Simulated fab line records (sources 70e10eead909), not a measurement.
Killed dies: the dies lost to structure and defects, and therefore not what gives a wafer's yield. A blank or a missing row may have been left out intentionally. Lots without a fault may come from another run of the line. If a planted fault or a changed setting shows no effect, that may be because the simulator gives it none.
Which tool was responsible?	flow nand_harc	Sampling: 24 lots, 72 wafers, 6 of 1302 route steps

== WHAT THE GAUGES READ, wafer by wafer ==
The record lacks any reading of a measuring or inspecting step that a usual standard deviation could be used to judge.

== WHICH TOOL RAN EACH LOT (tool, then ch and the chambers of the sampled wafers, then the start) ==
lot	NHARC_A_CHANNEL_HOLE_D2_STRIP_28	NHARC_A_STAIRCASE_DESCUM_11	NHARC_A_STAIRCASE_ETCH_17	NHARC_A_STAIRCASE_ETCH_19	NHARC_A_STAIRCASE_ETCH_194	NHARC_A_STAIRCASE_ETCH_201
L074	rie_diel-04 ch 0,2,3, day 15 11:40 or earlier	rie_diel-02 ch 1,2, day 15 11:40	rie_diel-02 ch 1,2, no start	rie_diel-02 ch 1,3, no start	rie_diel-09 ch 0,1,2, no start	rie_diel-02 ch 0,1, no start
L075	rie_diel-04 ch 0,1,3, day 16 13:17 or earlier	rie_diel-09 ch 0,1,3, day 16 13:17	rie_diel-09 ch 0,1,3, no start	rie_diel-09 ch 0,1,3, no start	rie_diel-08 ch 1,2,3, no start	rie_diel-08 ch 1,2,3, no start
L076	rie_diel-05 ch 0,2,3, day 16 22:58 or earlier	rie_diel-08 ch 0,1, day 16 22:58	rie_diel-08 ch 1,2, no start	rie_diel-08 ch 0,1,3, no start	rie_diel-02 ch 0,1,2, no start	rie_diel-08 ch 1,2,3, no start
L080	rie_diel-04 ch 0,1,3, day 17 23:36 or earlier	rie_diel-09 ch 1,3, day 17 23:36	rie_diel-09 ch 1,2, no start	rie_diel-09 ch 1,2, no start	rie_diel-09 ch 0,1,3, no start	rie_diel-09 ch 0,3, no start
L077	rie_diel-05 ch 0,2,3, day 17 21:20 or earlier	rie_diel-02 ch 1,2, day 17 21:20	rie_diel-02 ch 0,2,3, no start	rie_diel-02 ch 0,1, no start	rie_diel-09 ch 0,1,3, no start	rie_diel-08 ch 0,1,2, no start
L078	rie_diel-05 ch 0,2,3, day 18 02:53 or earlier	rie_diel-02 ch 1,2,3, day 18 02:53	rie_diel-02 ch 1,2, no start	rie_diel-02 ch 1,2, no start	rie_diel-02 ch 1,2, no start	rie_diel-08 ch 0,2,3, no start
L079	rie_diel-03 ch 0,3, day 18 06:41 or earlier	rie_diel-09 ch 1,2,3, day 18 06:41	rie_diel-09 ch 2,3, no start	rie_diel-09 ch 1,2, no start	rie_diel-08 ch 2,3, no start	rie_diel-02 ch 0,2, no start
L081	rie_diel-03 ch 1,2, day 18 20:29 or earlier	rie_diel-09 ch 0,2,3, day 18 20:29	rie_diel-09 ch 0,3, no start	rie_diel-09 ch 0,1,2, no start	rie_diel-08 ch 1,2, no start	rie_diel-08 ch 0,1,3, no start
L082	rie_diel-05 ch 0,3, day 19 04:06 or earlier	rie_diel-08 ch 1,2,3, day 19 04:06	rie_diel-08 ch 1,3, no start	rie_diel-08 ch 1,2,3, no start	rie_diel-09 ch 1,2,3, no start	rie_diel-09 ch 0,3, no start
L083	rie_diel-05 ch 0,3, day 19 17:46 or earlier	rie_diel-08 ch 1,2,3, day 19 17:46	rie_diel-08 ch 0,2, no start	rie_diel-08 ch 0,1,3, no start	rie_diel-02 ch 2,3, no start	rie_diel-02 ch 2,3, no start
L084	rie_diel-03 ch 0,1,3, day 20 08:07 or earlier	rie_diel-02 ch 0,2, day 20 08:07	rie_diel-02 ch 1,2,3, no start	rie_diel-02 ch 0,2,3, no start	rie_diel-08 ch 0,2,3, no start	rie_diel-02 ch 1,2, no start
L085	rie_diel-04 ch 1,2,3, day 20 07:53 or earlier	rie_diel-08 ch 0,1,3, day 20 07:53	rie_diel-08 ch 1,2, no start	rie_diel-08 ch 1,3, no start	rie_diel-02 ch 0,1,2, no start	rie_diel-09 ch 0,1,3, no start
L086	rie_diel-05 ch 0,1,3, day 21 02:10 or earlier	rie_diel-08 ch 0,2,3, day 21 02:10	rie_diel-08 ch 0,1,2, no start	rie_diel-08 ch 0,1,2, no start	rie_diel-09 ch 1,2,3, no start	rie_diel-02 ch 0,2,3, no start
L087	rie_diel-05 ch 0,1,3, day 20 23:43 or earlier	rie_diel-02 ch 0,1, day 20 23:43	rie_diel-02 ch 2,3, no start	rie_diel-02 ch 0,1, no start	rie_diel-02 ch 1,2, no start	rie_diel-02 ch 0,3, no start
L089	rie_diel-05 ch 0,1,2, day 22 05:11 or earlier	rie_diel-08 ch 1,2, day 22 05:11	rie_diel-08 ch 1,2,3, no start	rie_diel-08 ch 0,2,3, no start	rie_diel-02 ch 0,2,3, no start	rie_diel-09 ch 0,2,3, no start
L090	rie_diel-04 ch 0,2,3, day 22 12:53 or earlier	rie_diel-09 ch 0,1,2, day 22 12:53	rie_diel-09 ch 1,2,3, no start	rie_diel-09 ch 0,1,3, no start	rie_diel-08 ch 0,1,2, no start	rie_diel-08 ch 0,1,3, no start
L088	rie_diel-04 ch 1,2, day 22 13:03 or earlier	rie_diel-08 ch 0,2, day 22 13:03	rie_diel-08 ch 0,1,2, no start	rie_diel-08 ch 1,2,3, no start	rie_diel-02 ch 1,3, no start	rie_diel-08 ch 0,2,3, no start
L091	rie_diel-03 ch 1,2,3, day 23 02:07 or earlier	rie_diel-09 ch 0,1,2, day 23 02:07	rie_diel-09 ch 1,2, no start	rie_diel-09 ch 0,1, no start	rie_diel-08 ch 1,2, no start	rie_diel-08 ch 1,2,3, no start
L092	rie_diel-04 ch 0,2,3, day 23 01:46 or earlier	rie_diel-08 ch 0,2,3, day 23 01:46	rie_diel-08 ch 0,2,3, no start	rie_diel-08 ch 0,2,3, no start	rie_diel-08 ch 0,1,3, no start	rie_diel-08 ch 0,1, no start
L094	rie_diel-04 ch 0,2, day 23 13:43 or earlier	rie_diel-08 ch 1,2, day 23 13:43	rie_diel-08 ch 1,2, no start	rie_diel-08 ch 1,2, no start	rie_diel-09 ch 0,1, no start	rie_diel-09 ch 1,2,3, no start
L093	rie_diel-03 ch 1,2, day 23 13:31 or earlier	rie_diel-02 ch 1,3, day 23 13:31	rie_diel-02 ch 1,3, no start	rie_diel-02 ch 1,2,3, no start	rie_diel-02 ch 0,2,3, no start	rie_diel-09 ch 0,3, no start
L095	rie_diel-03 ch 0,1,2, day 24 08:41 or earlier	rie_diel-09 ch 2,3, day 24 08:41	rie_diel-09 ch 0,2, no start	rie_diel-09 ch 1,2, no start	rie_diel-02 ch 1,3, no start	rie_diel-08 ch 1,3, no start
L096	rie_diel-03 ch 2,3, day 24 13:00 or earlier	rie_diel-09 ch 0,1,3, day 24 13:00	rie_diel-09 ch 0,1,3, no start	rie_diel-09 ch 1,2,3, no start	rie_diel-08 ch 0,1,2, no start	rie_diel-08 ch 1,3, no start
L097	rie_diel-03 ch 0,1,2, day 25 13:26 or earlier	rie_diel-02 ch 0,1,3, day 25 13:26	rie_diel-02 ch 0,1,3, no start	rie_diel-02 ch 0,2,3, no start	rie_diel-08 ch 0,2,3, no start	rie_diel-08 ch 0,1,2, no start
- NHARC_A_CHANNEL_HOLE_D2_STRIP_28: strips in O2.
- NHARC_A_STAIRCASE_DESCUM_11: chemistry O2, time 3 s.
- NHARC_A_STAIRCASE_ETCH_17: etches the open film in C4F8/O2, target depth 100 nm, time 40.5 s.
- NHARC_A_STAIRCASE_ETCH_19: etches the open film in C4F8/O2, target depth 100 nm, time 40.5 s.
- NHARC_A_STAIRCASE_ETCH_194: etches the open film in C4F8/O2, target depth 100 nm, time 40.5 s.
- NHARC_A_STAIRCASE_ETCH_201: etches the open film in C4F8/O2, target depth 100 nm, time 40.5 s.

== AS READ BY THE TOOLS THEMSELVES (means over the sampled wafers that have a number; for cases with no such wafer, the mark the record gives instead) ==
NHARC_A_CHANNEL_HOLE_D2_STRIP_28. Usual: drypump_motor_current_A 5.7 A, standard deviation 0.42; oes_product_au 1.007 a.u., standard deviation 0.013; rf_vpp_V 58.0 V, standard deviation 0.9; showerhead_plenum_p_Torr 3.61 Torr, standard deviation 0.15; throttle_valve_pct 17.036 %, standard deviation 0.0096.
lot	tool	drypump_motor_current_A (A)	oes_product_au (a.u.)	rf_vpp_V (V)	showerhead_plenum_p_Torr (Torr)	throttle_valve_pct (%)	flag
L074	rie_diel-04	5.8	1.004	58.8	3.74	17.030	
L075	rie_diel-04	5.5	0.992	58.4	3.76	17.036	
L076	rie_diel-05	5.9	1.021	57.7	3.48	17.038	
L080	rie_diel-04	5.5	1.007	57.9	3.75	17.029	
L077	rie_diel-05	5.9	1.023	57.9	3.48	17.030	
L078	rie_diel-05	5.9	1.018	57.7	3.48	17.029	
L079	rie_diel-03	5.4	0.997	58.3	3.73	17.046	
L081	rie_diel-03	5.7	1.008	57.6	3.55	17.034	
L082	rie_diel-05	5.9	1.020	57.5	3.43	17.046	
L083	rie_diel-05	5.9	1.003	58.2	3.38	17.047	
L084	rie_diel-03	5.7	0.997	58.3	3.60	17.043	
L085	rie_diel-04	5.6	1.006	58.1	3.74	17.036	
L086	rie_diel-05	5.9	1.009	56.6	3.46	17.039	
L087	rie_diel-05	5.9	1.009	57.1	3.46	17.045	
L089	rie_diel-05	5.9	1.015	58.6	3.51	17.034	
L090	rie_diel-04	5.8	1.011	58.3	3.74	17.034	
L088	rie_diel-04	5.5	1.016	58.5	3.73	17.039	
L091	rie_diel-03	5.8	0.997	58.1	3.58	17.037	
L092	rie_diel-04	5.8	1.010	58.4	3.74	17.040	
L094	rie_diel-04	5.7	1.017	56.8	3.73	17.039	
L093	rie_diel-03	6.0	1.006	58.0	3.45	17.028	
L095	rie_diel-03	5.6	1.009	58.1	3.57	17.042	
L096	rie_diel-03	5.6	1.002	59.3	3.72	17.033	
L097	rie_diel-03	5.6	0.996	58.6	3.57	17.037	

NHARC_A_STAIRCASE_DESCUM_11. Usual: drypump_motor_current_A 5.8 A, standard deviation 0.49; oes_product_au 1.003 a.u., standard deviation 0.0099; rf_vpp_V 57.5 V, standard deviation 0.94; showerhead_plenum_p_Torr 1.90 Torr, standard deviation 0.1; throttle_valve_pct 11.311 %, standard deviation 0.0087.
lot	tool	drypump_motor_current_A (A)	oes_product_au (a.u.)	rf_vpp_V (V)	showerhead_plenum_p_Torr (Torr)	throttle_valve_pct (%)	flag
L074	rie_diel-02	6.0	1.026	57.6	1.88	11.303	
L075	rie_diel-09	5.8	1.011	57.4	1.88	11.318	
L076	rie_diel-08	5.8	0.992	58.0	1.88	11.323	
L080	rie_diel-09	6.0	1.004	57.6	1.95	11.318	
L077	rie_diel-02	6.0	1.003	57.3	1.87	11.307	
L078	rie_diel-02	6.2	1.003	58.0	1.94	11.307	
L079	rie_diel-09	5.8	1.007	57.1	1.95	11.303	
L081	rie_diel-09	5.6	0.994	57.7	1.88	11.304	
L082	rie_diel-08	5.9	1.007	58.3	1.85	11.312	
L083	rie_diel-08	5.9	1.007	56.4	1.85	11.313	
L084	rie_diel-02	5.9	1.003	57.1	1.90	11.314	
L085	rie_diel-08	5.8	1.006	56.9	1.82	11.313	
L086	rie_diel-08	5.5	1.000	56.7	1.79	11.312	
L087	rie_diel-02	6.0	1.009	57.3	1.95	11.309	
L089	rie_diel-08	5.6	1.007	58.1	1.86	11.310	
L090	rie_diel-09	5.4	1.006	57.6	1.96	11.307	
L088	rie_diel-08	5.2	1.012	57.3	1.81	11.307	
L091	rie_diel-09	5.4	1.000	57.4	1.96	11.312	
L092	rie_diel-08	5.5	0.997	56.6	1.79	11.317	
L094	rie_diel-08	5.7	1.006	58.0	1.86	11.320	
L093	rie_diel-02	6.4	0.999	57.6	2.00	11.310	
L095	rie_diel-09	6.0	0.998	57.4	1.86	11.317	
L096	rie_diel-09	5.8	0.993	56.2	1.86	11.307	
L097	rie_diel-02	6.1	1.019	59.2	1.98	11.310	

NHARC_A_STAIRCASE_ETCH_17. Usual: bias_w 1001 W, standard deviation 3.1; oes_product_au 0.947 a.u., standard deviation 0.011; rf_vpp_V 894 V, standard deviation 6.4.
lot	tool	bias_w (W)	oes_product_au (a.u.)	rf_vpp_V (V)	flag
L074	rie_diel-02	1001	0.965	894	
L075	rie_diel-09	1001	0.936	895	
L076	rie_diel-08	1000	0.944	893	
L080	rie_diel-09	999	0.940	903	
L077	rie_diel-02	1000	0.945	900	
L078	rie_diel-02	996	0.937	894	
L079	rie_diel-09	1000	0.950	898	
L081	rie_diel-09	1002	0.953	888	
L082	rie_diel-08	1000	0.946	894	
L083	rie_diel-08	1002	0.947	890	
L084	rie_diel-02	1000	0.958	897	
L085	rie_diel-08	1001	0.964	894	
L086	rie_diel-08	999	0.959	891	
L087	rie_diel-02	1004	0.959	895	
L089	rie_diel-08	1002	0.947	892	
L090	rie_diel-09	998	0.944	898	
L088	rie_diel-08	1000	0.944	891	
L091	rie_diel-09	999	0.947	903	
L092	rie_diel-08	1000	0.939	888	
L094	rie_diel-08	1003	0.950	893	
L093	rie_diel-02	1002	0.944	900	
L095	rie_diel-09	1002	0.948	893	
L096	rie_diel-09	1001	0.943	892	
L097	rie_diel-02	1002	0.963	900	

NHARC_A_STAIRCASE_ETCH_19. Usual: bias_w 999.8 W, standard deviation 3; oes_product_au 0.948 a.u., standard deviation 0.011; rf_vpp_V 895 V, standard deviation 6.5.
lot	tool	bias_w (W)	oes_product_au (a.u.)	rf_vpp_V (V)	flag
L074	rie_diel-02	998.3	0.951	899	
L075	rie_diel-09	999.3	0.957	894	
L076	rie_diel-08	999.2	0.959	891	
L080	rie_diel-09	998.3	0.956	904	
L077	rie_diel-02	1001.2	0.948	899	
L078	rie_diel-02	1001.6	0.927	893	
L079	rie_diel-09	1000.5	0.945	904	
L081	rie_diel-09	1000.4	0.948	900	
L082	rie_diel-08	1002.8	0.945	892	
L083	rie_diel-08	998.3	0.935	891	
L084	rie_diel-02	1002.8	0.953	900	
L085	rie_diel-08	1002.6	0.960	894	
L086	rie_diel-08	1002.1	0.951	891	
L087	rie_diel-02	1002.4	0.942	900	
L089	rie_diel-08	1000.5	0.947	888	
L090	rie_diel-09	997.1	0.946	893	
L088	rie_diel-08	1001.1	0.946	891	
L091	rie_diel-09	1000.3	0.951	894	
L092	rie_diel-08	999.7	0.955	888	
L094	rie_diel-08	1001.2	0.950	894	
L093	rie_diel-02	1000.6	0.943	897	
L095	rie_diel-09	997.7	0.938	903	
L096	rie_diel-09	998.8	0.937	897	
L097	rie_diel-02	1001.5	0.958	898	

NHARC_A_STAIRCASE_ETCH_194. Usual: bias_w 1001 W, standard deviation 3; oes_product_au 0.945 a.u., standard deviation 0.0095; rf_vpp_V 896 V, standard deviation 6.5.
lot	tool	bias_w (W)	oes_product_au (a.u.)	rf_vpp_V (V)	flag
L074	rie_diel-09	1002	0.932	899	
L075	rie_diel-08	1002	0.951	893	
L076	rie_diel-02	999	0.957	897	
L080	rie_diel-09	1001	0.948	895	
L077	rie_diel-09	1003	0.948	893	
L078	rie_diel-02	1002	0.951	893	
L079	rie_diel-08	998	0.948	891	
L081	rie_diel-08	998	0.955	894	
L082	rie_diel-09	1000	0.950	898	
L083	rie_diel-02	998	0.945	897	
L084	rie_diel-08	1003	0.940	889	
L085	rie_diel-02	1001	0.948	897	
L086	rie_diel-09	1001	0.939	897	
L087	rie_diel-02	1000	0.937	893	
L089	rie_diel-02	1002	0.942	899	
L090	rie_diel-08	1000	0.952	891	
L088	rie_diel-02	1002	0.938	898	
L091	rie_diel-08	1001	0.949	894	
L092	rie_diel-08	999	0.947	890	
L094	rie_diel-09	1002	0.955	898	
L093	rie_diel-02	1000	0.947	899	
L095	rie_diel-02	1001	0.958	901	
L096	rie_diel-08	1001	0.939	897	
L097	rie_diel-08	1000	0.932	901	

NHARC_A_STAIRCASE_ETCH_201. Usual: bias_w 999.7 W, standard deviation 2.8; oes_product_au 0.946 a.u., standard deviation 0.01; rf_vpp_V 895 V, standard deviation 6.9.
lot	tool	bias_w (W)	oes_product_au (a.u.)	rf_vpp_V (V)	flag
L074	rie_diel-02	999.5	0.963	901	
L075	rie_diel-08	998.9	0.952	892	
L076	rie_diel-08	999.5	0.952	892	
L080	rie_diel-09	998.3	0.950	888	
L077	rie_diel-08	1000.3	0.944	892	
L078	rie_diel-08	998.6	0.949	888	
L079	rie_diel-02	1000.9	0.957	899	
L081	rie_diel-08	999.3	0.936	889	
L082	rie_diel-09	1000.0	0.945	889	
L083	rie_diel-02	1002.8	0.941	900	
L084	rie_diel-02	1000.1	0.940	893	
L085	rie_diel-09	996.8	0.948	893	
L086	rie_diel-02	998.6	0.939	899	
L087	rie_diel-02	999.9	0.940	904	
L089	rie_diel-09	999.7	0.950	893	
L090	rie_diel-08	999.5	0.945	890	
L088	rie_diel-08	1000.1	0.957	889	
L091	rie_diel-08	999.7	0.957	891	
L092	rie_diel-08	1002.0	0.932	889	
L094	rie_diel-09	1001.0	0.945	898	
L093	rie_diel-09	1000.2	0.950	888	
L095	rie_diel-08	997.8	0.944	899	
L096	rie_diel-08	998.4	0.946	903	
L097	rie_diel-08	998.9	0.933	897	

== THE ANSWER, worked out from the rows above alone ==
Rule: lot off if the mean of its wafers having a number is beyond 3 standard deviations from the usual mean. Also off: a lot with no number at a reading for which 4 or more lots have one. Any other lot the step has rows for is counted as sound. After the gauges, taken in route order, come the tools' own readings; for these a lot's mean is taken, as printed above. At the first step where some lot is off, the reading lying furthest off is the one used; lots without a number count as furthest.
Nothing can be told from this: no lot is off at any reading shown.

== WHAT THE SIMULATOR HAD INSERTED ==
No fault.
